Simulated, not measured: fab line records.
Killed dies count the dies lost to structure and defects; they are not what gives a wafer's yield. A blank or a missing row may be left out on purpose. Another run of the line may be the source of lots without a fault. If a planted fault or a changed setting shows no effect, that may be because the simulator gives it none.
Lot-split experiment ; flow n5-finfet ; 21 wafers read across 7 lots, on a route 1938 steps long

## ON THE SPLIT
At N5_MOL_CONTACT_COAG_VIA_ETCH_46 (etches SiO2 in C4F6/O2, target depth 46 nm, overetch 9.2 nm, time 40 s), the setting bias-w was moved away from the recipe's 455 W on 4 of the 21 wafers read, by -13.1% to +7.2%. The other wafers ran this setting at the recipe's value.

The split's own step is where the reading is taken.

## THE READING
rf-vpp-V, in V, at N5_MOL_CONTACT_COAG_VIA_ETCH_46 (etches SiO2 in C4F6/O2, target depth 46 nm, overetch 9.2 nm, time 40 s). Typical for fault-free wafers on this fab line: 1591 V, with standard deviation 17 V.

wafer;tool, chamber at the split;bias-w as run, W;against the recipe;rf-vpp-V, V;against lot-mates on the recipe
L074.3;rie-diel-03, 0;455;recipe;1583;-
L074.4;rie-diel-03, 1;455;recipe;1605;-
L074.6;rie-diel-03, 3;455;recipe;1598;-
L075.2;rie-diel-03, 1;455;recipe;1604;-
L075.3;rie-diel-03, 3;455;recipe;1599;-
L075.5;rie-diel-03, 0;455;recipe;1583;-
L083.2;rie-diel-03, 1;455;recipe;1604;-
L083.3;rie-diel-03, 3;395.3;-13.1%;1438;-162
L083.4;rie-diel-03, 3;455;recipe;1597;-
L088.2;rie-diel-04, 2;455;recipe;1570;-
L088.3;rie-diel-04, 1;455;recipe;1592;-
L088.5;rie-diel-04, 2;455;recipe;1570;-
L091.3;rie-diel-03, 0;487.8;+7.2%;1668;+63
L091.4;rie-diel-03, 3;487.8;+7.2%;1681;+76
L091.5;rie-diel-03, 1;455;recipe;1605;-
L096.1;rie-diel-01, 2;455;recipe;1600;-
L096.2;rie-diel-01, 1;455;recipe;1614;-
L096.3;rie-diel-01, 0;455;recipe;1590;-
L097.2;rie-diel-01, 2;455;recipe;1602;-
L097.3;rie-diel-01, 3;475.8;+4.6%;1622;+14
L097.4;rie-diel-01, 1;455;recipe;1615;-

FIT RESULTS
A straight line over all 21 wafers: rf-vpp-V changes by +11.2 V for each +1% of bias-w; r = +0.96; the points scatter about the line by 14 V.
The same after taking each lot's own level away (the mean of its wafers on the recipe; 21 wafers): +10.8 V for each +1%; r = +0.96; scatter 12 V.
The reading moves by 1.4e+02 V for the largest change in bias-w, on that fit.
Across the lots, their own levels run from 1577.3 to 1608.5 V, a range of 1.8 times the standard deviation given above.
Hence the lot-to-lot level has little effect on the slope; both slopes agree.
Check: -113 V against its lot-mates is what the line predicts for one of the wafers moved furthest among these (-13.1%) when that wafer is left out of the fit. It came out at -162 V against them.
Tool readings at the split's step, against how far the setting was moved: rf-vpp-V r = +0.96.

## FURTHER SPLITS ON THESE WAFERS
Before the reading, these wafers also passed through other splits. Each is held against what the fit with the lots' levels taken away leaves over:
other split on the same wafers;wafers away from the commonest value;r with rf-vpp-V (lot level and that fit taken away)
N5_HKMG_FIN_EXPOSE_46 dose-mj;11;+0.00
N5_GATE_CUT_ETCH_58 time-s;5;+0.29
N5_MOL_CONTACT_COAG_COAT_104 spin-rpm;4;+0.00
N5_MOL_CONTACT_COAG_EXPOSE_05 dose-mj;5;-0.12

## FILE'S OWN FIT
rf-vpp-V changes by +11 V for each +1% of bias-w, r = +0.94.
